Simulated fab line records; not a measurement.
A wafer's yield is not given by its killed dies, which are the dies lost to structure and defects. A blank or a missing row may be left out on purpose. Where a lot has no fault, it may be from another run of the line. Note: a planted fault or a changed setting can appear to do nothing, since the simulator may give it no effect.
Matching of chambers / flow nand-harc / cmp-04 running NHARC_P_STI_CMP_21: 4 sister chambers
The step polishes, t overpolish 20 s, target thk 380.67 nm. 4 wafers are shown with their chamber, then 9 later ones without.

== WAFERS, EACH WITH ITS CHAMBER ==
wafer=L083.2; chamber=0; motor-current-A (A)=13.0
wafer=L085.1; chamber=2; motor-current-A (A)=11.8
wafer=L085.2; chamber=3; motor-current-A (A)=11.6
wafer=L085.4; chamber=1; motor-current-A (A)=9.0

== WAFERS WITHOUT THEIR CHAMBER ==
wafer=L086.1; motor-current-A (A)=11.5
wafer=L086.2; motor-current-A (A)=12.3
wafer=L086.4; motor-current-A (A)=8.9
wafer=L092.3; motor-current-A (A)=11.7
wafer=L092.4; motor-current-A (A)=11.5
wafer=L092.6; motor-current-A (A)=12.0
wafer=L093.1; motor-current-A (A)=12.6
wafer=L093.3; motor-current-A (A)=11.6
wafer=L093.6; motor-current-A (A)=8.8

== WHICH CHAMBER EACH ONE RAN IN ==
wafer=L086.1; from the rows above=can't be placed: 3 or 2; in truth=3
wafer=L086.2; from the rows above=can't be placed: 2 or 0 or 3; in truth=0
wafer=L086.4; from the rows above=1; in truth=1
wafer=L092.3; from the rows above=can't be placed: 3 or 2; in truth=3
wafer=L092.4; from the rows above=can't be placed: 3 or 2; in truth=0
wafer=L092.6; from the rows above=can't be placed: 2 or 3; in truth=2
wafer=L093.1; from the rows above=can't be placed: 0 or 2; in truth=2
wafer=L093.3; from the rows above=can't be placed: 3 or 2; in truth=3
wafer=L093.6; from the rows above=1; in truth=1
Placed correctly: 2 of 9. From these rows, 7 cannot be placed; in 6 the true chamber is one of the candidates. 0 placed wrongly.
How it was worked out, from the rows above alone: a wafer's distance from a chamber is the root of the sum, over the readings, of the square of ((its reading less the chamber's mean) divided by the reading's scatter). The wafer belongs to the nearest chamber; if the next one is less than 2 further off, it can't be placed. For every chamber, the mean is computed from those of its wafers that are shown. The scatter: with one shown wafer a chamber, the root of the mean of the squares of how far each hidden wafer lies from its nearest shown one.
